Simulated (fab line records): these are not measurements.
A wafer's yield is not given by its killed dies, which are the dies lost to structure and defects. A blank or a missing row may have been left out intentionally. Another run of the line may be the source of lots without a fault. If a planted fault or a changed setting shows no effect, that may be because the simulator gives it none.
Chamber matching ; flow n5-finfet ; 3 sister chambers for N5_FIN_SAQP_PECVD_48 on pecvd-01
The step deposits SiNx from SiH4/NH3/N2, target thk 25 nm, time 22.1 s. 6 wafers are shown with their chamber, then 11 later ones without.

## WAFERS, EACH WITH ITS CHAMBER
wafer;chamber;throttle-valve-pct (%);showerhead-plenum-p-Torr (Torr)
L078.2;1;36.9;5.13
L078.6;1;36.9;5.16
L086.1;0;38.4;5.11
L086.2;2;39.1;5.10
L086.5;2;39.0;5.12
L087.1;0;38.6;5.12

## WAFERS WITHOUT THEIR CHAMBER
wafer;throttle-valve-pct (%);showerhead-plenum-p-Torr (Torr)
L087.4;38.4;5.11
L087.6;38.8;5.11
L089.2;38.4;5.12
L089.5;38.6;5.12
L089.6;36.8;5.14
L092.2;36.9;5.15
L092.3;39.4;5.12
L092.5;39.4;5.11
L093.3;39.4;5.13
L093.5;38.4;5.12
L093.6;37.1;5.16

## WHICH CHAMBER EACH ONE RAN IN
wafer;from the rows above;in truth
L087.4;0;0
L087.6;can't be placed: 2 or 0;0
L089.2;0;0
L089.5;0;0
L089.6;1;1
L092.2;1;1
L092.3;2;2
L092.5;2;2
L093.3;2;2
L093.5;0;0
L093.6;1;1
Correct placement for 10 of the 11. Not placeable from these rows: 1 (in 1, the candidates include the true chamber). 0 placed wrongly.
How it was worked out, from the rows above alone: a wafer's distance from a chamber is the root of the sum, over the readings, of the square of ((its reading less the chamber's mean) divided by the reading's scatter). The wafer belongs to the nearest chamber; if the next one is less than 2 further off, it can't be placed. For every chamber, the mean is computed from those of its wafers that are shown. The scatter: take each reading less its chamber's mean, square it, sum over the shown wafers, divide by the number of wafers less the number of chambers, and take the root.
